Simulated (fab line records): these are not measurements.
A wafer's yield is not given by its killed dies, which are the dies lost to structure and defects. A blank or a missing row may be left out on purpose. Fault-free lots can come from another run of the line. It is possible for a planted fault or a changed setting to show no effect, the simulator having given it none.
A lot that was struck, set against a sound lot ; flow nand harc ; 13 steps out of a route of 1159
Sound: the wafers L150.1, L150.2, L150.4. Struck: wafer L167.2 (left out: L167.6, a lot-mate that was not struck); the cause follows at the end.
At each step with rows: each side's tool, then ch and its chambers, then its first start. Under that, the readings that differ: sound wafers ; struck wafers ; difference of the means ; sigmas: that difference in standard deviations of wafers without a fault.
alike: same words and numbers on both sides, and readings whose means sit less than 2 such deviations apart. not compared: any withheld reading, any reading some wafer has no value for, any bound like >300 that may hide the same value, and any number with overlapping values for which the record gives no deviation.
Wherever a step has rows on one side only, a row that says differs or no value, or a row with sigmas, the two part there. When numbers do not overlap yet have no deviation, they are printed without sigmas and do not part them. A reading that every wafer of one side lacks parts them only if that side has two wafers or more.

NHARC_A_WL_FILL_ALD_02: deposits TiN, target thk 2 nm, pulse time 3 s, ald cycles 100.
  sound on ald metal-01 ch 0,1,3, day 15 12:37; struck on ald metal-02 ch 2, day 18 21:39
  alike: heater power w, precursor pulse height rel
then, 1 step without rows for these wafers: NHARC_A_WL_FILL_CVD_03 (deposits W, target thk 40 nm, time 3302 s).
NHARC_A_WL_FILL_ETCHBACK_04: etches the open film in NF3, target depth 60 nm, time 120 s.
  sound on rie metal-02 ch 0,1, day 15 17:04; struck on rie metal-03 ch 0, day 19 05:21
reading;sound;struck;difference;sigmas
drypump motor current A (A);6.4 6.7 6.7;5.8;-0.8;-2
  alike: oes product au, run length s
  not compared: rf hours counter h
then, 1 step without rows for these wafers: NHARC_A_WL_FILL_ETCHBACK_05 (etches the open film in Cl2/BCl3, target depth 22 nm, time 60 s).
NHARC_A_WL_FILL_STRIP_27: strips in N2/H2, time 20 s.
  sound on plasma asher-01 ch 0,1, day 15 17:27; struck on plasma asher-01 ch 1, day 19 05:47
  alike: drypump motor current A, heater power w
  not compared: rf hours counter h
then, 4 steps without rows for these wafers: NHARC_A_WL_FILL_STRIP_28 (strips in post etch residue remover, time 1200 s); NHARC_A_WL_FILL_PRECLEAN_06 (cleans in DIW, time 300 s); NHARC_A_WL_FILL_SRD_07; NHARC_A_WL_FILL_ANNEAL_08 (time 1800 s).
NHARC_A_WL_FILL_ALD_10: deposits SiO2, target thk 50 nm, pulse time 10 s, ald cycles 500.
  sound on ald hk-04 ch 1,2,3, day 15 22:31; struck on ald hk-02 ch 3, day 19 08:06
  alike: heater power w, precursor pulse height rel
NHARC_A_WL_FILL_ETCHBACK_16: etches the open film in C4F8/O2/Ar, target depth 88 nm, time 17.6 s.
  sound on rie diel-03 ch 1,2,3, day 16 03:11; struck on rie diel-12 ch 0, day 19 12:44
reading;sound;struck;difference;sigmas
run length s (s);39.4 39.0 38.5;28.0;-11.0;-26
  alike: oes product au, rf vpp V
  not compared: rf hours counter h
NHARC_A_WL_FILL_STRIP_29: strips in O2, time 20 s.
  sound on rie diel-03 ch 1,2,3, day 16 03:17; struck on rie diel-12 ch 0, day 19 12:50
reading;sound;struck;difference;sigmas
drypump motor current A (A);6.0 6.4 5.1;4.9;-0.9;-2
oes product au (a.u.);1.005 0.999 1.003;1.023;+0.021;+2
rf hours counter h (h);3.7 3.7 3.8;4.0;+0.3;
  alike: rf vpp V, showerhead plenum p Torr, throttle valve pct
-- jump in the record: it breaks off in module A_WL_FILL and resumes in module END (first step shown: number 1159 of the route), and 5 days separate the struck wafers' starts before and after --
NHARC_END_SORT_01:
  sound on prober-02 ch 0, day 20 20:11; struck on prober-02 ch 0, day 24 10:20
reading;sound;struck;difference;sigmas
killed at array;19 18 14;673;+656;+60
killed dies;24 21 18;677;+656;+60
  alike: killed at other, killed at periphery, killed open, killed short

## WHERE THEY PART
First at NHARC_A_WL_FILL_ETCHBACK_04; last, within this record, at NHARC_END_SORT_01.

WHY: what had been put in by the simulator
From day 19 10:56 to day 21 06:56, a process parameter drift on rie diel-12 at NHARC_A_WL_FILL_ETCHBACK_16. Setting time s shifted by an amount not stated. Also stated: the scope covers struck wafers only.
